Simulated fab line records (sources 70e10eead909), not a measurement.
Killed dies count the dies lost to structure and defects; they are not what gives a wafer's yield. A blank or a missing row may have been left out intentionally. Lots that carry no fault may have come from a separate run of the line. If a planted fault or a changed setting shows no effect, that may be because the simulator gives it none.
Matching of chambers / flow nandHarc / rieDiel-04 running NHARC_A_STAIRCASE_ETCH_313: 4 sister chambers
The step etches the open film in CF4/CHF3. 4 wafers are shown with their chamber, then 8 later ones without.

== WAFERS, EACH WITH ITS CHAMBER ==
wafer=L076.4; chamber=2; showerheadPlenumPTorr (Torr)=1.48
wafer=L088.1; chamber=3; showerheadPlenumPTorr (Torr)=1.58
wafer=L092.6; chamber=0; showerheadPlenumPTorr (Torr)=1.69
wafer=L093.3; chamber=1; showerheadPlenumPTorr (Torr)=1.54

== WAFERS WITH NO CHAMBER GIVEN ==
wafer=L093.4; showerheadPlenumPTorr (Torr)=1.47
wafer=L093.5; showerheadPlenumPTorr (Torr)=1.54
wafer=L095.2; showerheadPlenumPTorr (Torr)=1.68
wafer=L095.3; showerheadPlenumPTorr (Torr)=1.46
wafer=L095.5; showerheadPlenumPTorr (Torr)=1.54
wafer=L097.3; showerheadPlenumPTorr (Torr)=1.68
wafer=L097.4; showerheadPlenumPTorr (Torr)=1.57
wafer=L097.6; showerheadPlenumPTorr (Torr)=1.46

== THE CHAMBER EACH PASSED THROUGH ==
wafer=L093.4; from the rows above=2; in truth=2
wafer=L093.5; from the rows above=1; in truth=1
wafer=L095.2; from the rows above=0; in truth=0
wafer=L095.3; from the rows above=2; in truth=2
wafer=L095.5; from the rows above=1; in truth=1
wafer=L097.3; from the rows above=0; in truth=0
wafer=L097.4; from the rows above=can't be placed: 3 or 1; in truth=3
wafer=L097.6; from the rows above=2; in truth=2
Correctly placed: 7 of 8. Cannot be placed on the basis of these rows: 1; the candidates contain the true chamber in 1. 0 placed wrongly.
How it was worked out, from the rows above alone: a wafer's distance from a chamber is the root of the sum, over the readings, of the square of ((its reading less the chamber's mean) divided by the reading's scatter). The wafer belongs to the nearest chamber; if the next one is less than 2 further off, it can't be placed. Each chamber's mean is taken over the wafers shown for it. The scatter: root of mean squared gap, hidden wafer to nearest shown wafer, with one shown wafer a chamber.
